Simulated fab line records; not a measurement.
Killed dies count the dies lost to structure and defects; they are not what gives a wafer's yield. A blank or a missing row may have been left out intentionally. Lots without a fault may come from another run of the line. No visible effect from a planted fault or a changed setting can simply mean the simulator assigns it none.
Check for tools in common    flow nand-harc    14 lots, 42 wafers sampled

== WHAT PROMPTED THE OPENING ==
On 2 of the 14 lots, a flag is raised at NHARC_A_M0_CD_MEAS_09 on the reading cd-nm. Fault-free wafers read 79.8 nm, with a standard deviation of 0.48.
Rule: a lot is flagged in two cases, either no wafer of it has a number, or all its wafers with numbers fall more than 4 standard deviations from that mean. All remaining lots are regarded as sound.

lot   measured      on         cd-nm (nm), wafer by wafer  flag
L190  day 17 09:11  cd-sem-02  80.3 80.4 80.1              
L193  day 17 19:06  cd-sem-02  80.1 81.0 80.1              
L195  day 17 21:41  cd-sem-02  79.9 80.6 79.6              
L194  day 18 00:56  cd-sem-03  79.4 79.3 79.7              
L192  day 18 02:34  cd-sem-02  79.0 79.5 80.1              
L198  day 19 10:59  cd-sem-03  79.5 79.0 79.4              
L197  day 19 14:05  cd-sem-01  80.6 80.1 80.1              
L199  day 20 00:07  cd-sem-03  79.9 79.8 79.6              
L201  day 20 10:34  cd-sem-01  79.5 80.3 80.4              
L205  day 21 12:35  cd-sem-02  79.9 79.5 79.5              
L206  day 21 19:16  cd-sem-02  79.1 79.1 79.6              
L204  day 21 19:43  cd-sem-02  68.2 67.7 68.3              FLAGGED
L209  day 22 05:27  cd-sem-01  67.9 67.9 68.4              FLAGGED
L213  day 22 22:13  cd-sem-03  79.5 80.3 79.6              
On average the flagged lots' numbers are 68.1 nm, which is -11.7 nm against the usual, or -24 standard deviations.

== EACH LOT AND THE TOOL IT RAN ON ==
Before the reading, the record contains 3 process steps out of a 1159-step route. Cell contents, in order: the tool; ch with the chambers the sampled wafers went through; the start.
lot   flag     NHARC_A_BLC_ETCH_16                 NHARC_A_BLC_ETCH_18                            NHARC_A_M0_PEB_07
L190           rie-diel-12 ch 1,2,3, day 17 05:27  rie-diel-12 ch 0,2,3, day 17 09:06 or earlier  litho-track-04 ch 0, day 17 09:06
L193           rie-diel-12 ch 1,2,3, day 17 12:31  rie-diel-12 ch 0,2,3, day 17 19:01 or earlier  litho-track-01 ch 0, day 17 19:01
L195           rie-diel-08 ch 1,2,3, day 17 14:24  rie-diel-08 ch 0,2,3, day 17 21:36 or earlier  litho-track-04 ch 0, day 17 21:36
L194           rie-diel-08 ch 2,3, day 17 15:41    rie-diel-08 ch 0,1,2, day 18 00:52 or earlier  litho-track-01 ch 0, day 18 00:52
L192           rie-diel-03 ch 0,1, day 17 19:47    rie-diel-03 ch 0,2,3, day 18 02:29 or earlier  litho-track-04 ch 0, day 18 02:29
L198           rie-diel-03 ch 1,2,3, day 19 07:14  rie-diel-03 ch 0,2, day 19 10:55 or earlier    litho-track-06 ch 0, day 19 10:55
L197           rie-diel-12 ch 1,2,3, day 19 10:14  rie-diel-12 ch 2,3, day 19 14:00 or earlier    litho-track-04 ch 0, day 19 14:00
L199           rie-diel-12 ch 0,1,3, day 19 15:24  rie-diel-12 ch 0,3, day 20 00:02 or earlier    litho-track-06 ch 0, day 20 00:02
L201           rie-diel-12 ch 1,2, day 20 06:37    rie-diel-12 ch 0,1, day 20 10:29 or earlier    litho-track-06 ch 0, day 20 10:29
L205           rie-diel-12 ch 0,2,3, day 21 05:32  rie-diel-12 ch 0,3, day 21 12:29 or earlier    litho-track-06 ch 0, day 21 12:29
L206           rie-diel-03 ch 1,2, day 21 13:41    rie-diel-03 ch 1,2, day 21 19:11 or earlier    litho-track-01 ch 0, day 21 19:11
L204  FLAGGED  rie-diel-03 ch 1,3, day 21 14:58    rie-diel-03 ch 0,2,3, day 21 19:38 or earlier  litho-track-06 ch 0, day 21 19:38
L209  FLAGGED  rie-diel-08 ch 0,1,2, day 22 00:39  rie-diel-08 ch 1,2,3, day 22 05:22 or earlier  litho-track-06 ch 0, day 22 05:22
L213           rie-diel-12 ch 0,1, day 22 17:14    rie-diel-12 ch 1,2,3, day 22 22:08 or earlier  litho-track-01 ch 0, day 22 22:08
What the steps here do:
- NHARC_A_BLC_ETCH_16: etches the open film in CF4, target depth 39 nm, time 65 s.
- NHARC_A_BLC_ETCH_18: etches the open film in C4F8/O2/Ar, target depth 910 nm.
- NHARC_A_M0_PEB_07: peb time 65 s.
- NHARC_A_M0_CD_MEAS_09: target cd 80 nm.

== FLAGGED OVER TOTAL, TOOL BY TOOL (the gauges that took the reading come last) ==
step                   tool            lots run  flagged  share of the flagged lots  sound lots run after its first flagged lot
NHARC_A_BLC_ETCH_16    rie-diel-03     4         1        some                       0
NHARC_A_BLC_ETCH_16    rie-diel-08     3         1        some                       0
NHARC_A_BLC_ETCH_16    rie-diel-12     7         0        none                       -
NHARC_A_BLC_ETCH_18    rie-diel-03     4         1        some                       0
NHARC_A_BLC_ETCH_18    rie-diel-08     3         1        some                       0
NHARC_A_BLC_ETCH_18    rie-diel-12     7         0        none                       -
NHARC_A_M0_PEB_07      litho-track-01  4         0        none                       -
NHARC_A_M0_PEB_07      litho-track-04  4         0        none                       -
NHARC_A_M0_PEB_07      litho-track-06  6         2        all                        0
NHARC_A_M0_CD_MEAS_09  cd-sem-01       3         1        some                       0
NHARC_A_M0_CD_MEAS_09  cd-sem-02       7         1        some                       0
NHARC_A_M0_CD_MEAS_09  cd-sem-03       4         0        none                       -
Because NHARC_A_BLC_ETCH_18 lacks a start for some lots, the hours and order of its lots are taken from NHARC_A_M0_PEB_07.

== WHAT THE TABLE ALLOWS ==
1 row of the table ran every flagged lot: litho-track-06 at NHARC_A_M0_PEB_07.
- litho-track-06 at NHARC_A_M0_PEB_07: 2 of its 6 lots flagged. Last sound lot L205 at day 21 12:29, first flagged lot L204 at day 21 19:38; a fault beginning in between fits. Its own readings (heater-power-total-W, plate-temp-C) fall more than 4 standard deviations out on all wafers of the flagged lots.
litho-track-06 at NHARC_A_M0_PEB_07 is the single tool remaining.

== WHAT THE SIMULATOR HAD INSERTED ==
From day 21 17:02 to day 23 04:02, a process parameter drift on litho-track-06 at NHARC_A_M0_PEB_07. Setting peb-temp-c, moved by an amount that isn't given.
Shown lots that were struck: L204, L209. The rule above found the same.
